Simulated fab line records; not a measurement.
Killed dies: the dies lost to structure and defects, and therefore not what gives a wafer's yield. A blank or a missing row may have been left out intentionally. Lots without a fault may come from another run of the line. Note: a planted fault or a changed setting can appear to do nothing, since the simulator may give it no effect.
Chamber matching / flow nand harc / rie diel-03 running NHARC_P_GATE_ETCH_104: 4 sister chambers
The step etches the open film in CF4/CHF3, target depth 60 nm. 14 wafers are shown with their chamber, then 7 later ones without.

== WAFERS PAIRED WITH THEIR CHAMBERS ==
wafer=L078.2; chamber=1; drypump motor current A (A)=5.7; rf vpp V (V)=373.9; throttle valve pct (%)=16.792
wafer=L078.3; chamber=0; drypump motor current A (A)=5.9; rf vpp V (V)=373.3; throttle valve pct (%)=16.806
wafer=L078.6; chamber=1; drypump motor current A (A)=5.7; rf vpp V (V)=374.3; throttle valve pct (%)=16.813
wafer=L083.2; chamber=3; drypump motor current A (A)=5.6; rf vpp V (V)=370.5; throttle valve pct (%)=16.808
wafer=L083.5; chamber=3; drypump motor current A (A)=5.7; rf vpp V (V)=369.8; throttle valve pct (%)=16.787
wafer=L083.6; chamber=0; drypump motor current A (A)=5.9; rf vpp V (V)=372.2; throttle valve pct (%)=16.816
wafer=L085.1; chamber=0; drypump motor current A (A)=5.9; rf vpp V (V)=372.0; throttle valve pct (%)=16.782
wafer=L085.3; chamber=1; drypump motor current A (A)=5.7; rf vpp V (V)=374.3; throttle valve pct (%)=16.786
wafer=L085.6; chamber=3; drypump motor current A (A)=5.7; rf vpp V (V)=369.7; throttle valve pct (%)=16.794
wafer=L086.1; chamber=3; drypump motor current A (A)=5.7; rf vpp V (V)=369.6; throttle valve pct (%)=16.805
wafer=L086.5; chamber=1; drypump motor current A (A)=5.7; rf vpp V (V)=373.8; throttle valve pct (%)=16.806
wafer=L086.6; chamber=0; drypump motor current A (A)=5.9; rf vpp V (V)=372.6; throttle valve pct (%)=16.804
wafer=L092.4; chamber=3; drypump motor current A (A)=5.7; rf vpp V (V)=370.3; throttle valve pct (%)=16.817
wafer=L092.5; chamber=2; drypump motor current A (A)=4.9; rf vpp V (V)=370.5; throttle valve pct (%)=16.789

SIGNATURES, as means of the wafers listed above
reading=drypump motor current A; chamber 0=5.900; chamber 1=5.700; chamber 2=4.900; chamber 3=5.680; scatter within a chamber=0.0283
reading=rf vpp V; chamber 0=372.525; chamber 1=374.075; chamber 2=370.500; chamber 3=369.980; scatter within a chamber=0.427
reading=throttle valve pct; chamber 0=16.80200; chamber 1=16.79925; chamber 2=16.78900; chamber 3=16.80220; scatter within a chamber=0.0128
Rule: for each reading, subtract the chamber's mean from the wafer's reading, divide by that reading's scatter and square the result; add these up over the readings and take the root, which gives the wafer's distance from the chamber. If the next closest chamber is less than 2 further off than the closest, the wafer can't be placed; otherwise it belongs to the closest. How the scatter is found: for the shown wafers, subtract from each reading the mean of its chamber, square and add these, divide the total by (wafers less chambers), then take the root.

== WAFERS WITH NO CHAMBER GIVEN ==
wafer=L092.6; drypump motor current A (A)=5.7; rf vpp V (V)=370.3; throttle valve pct (%)=16.799
wafer=L095.4; drypump motor current A (A)=5.7; rf vpp V (V)=369.9; throttle valve pct (%)=16.818
wafer=L095.5; drypump motor current A (A)=5.6; rf vpp V (V)=372.7; throttle valve pct (%)=16.802
wafer=L095.6; drypump motor current A (A)=4.9; rf vpp V (V)=373.0; throttle valve pct (%)=16.812
wafer=L097.2; drypump motor current A (A)=5.9; rf vpp V (V)=372.5; throttle valve pct (%)=16.794
wafer=L097.3; drypump motor current A (A)=4.9; rf vpp V (V)=371.4; throttle valve pct (%)=16.813
wafer=L097.5; drypump motor current A (A)=5.9; rf vpp V (V)=372.5; throttle valve pct (%)=16.801

== EACH ONE'S CHAMBER ==
wafer=L092.6; from the rows above=3; in truth=3
wafer=L095.4; from the rows above=3; in truth=3
wafer=L095.5; from the rows above=1; in truth=1
wafer=L095.6; from the rows above=2; in truth=2
wafer=L097.2; from the rows above=0; in truth=0
wafer=L097.3; from the rows above=2; in truth=2
wafer=L097.5; from the rows above=0; in truth=0
7 of 7 placed correctly. Left unplaced by these rows: 0. Number placed wrongly: 0.
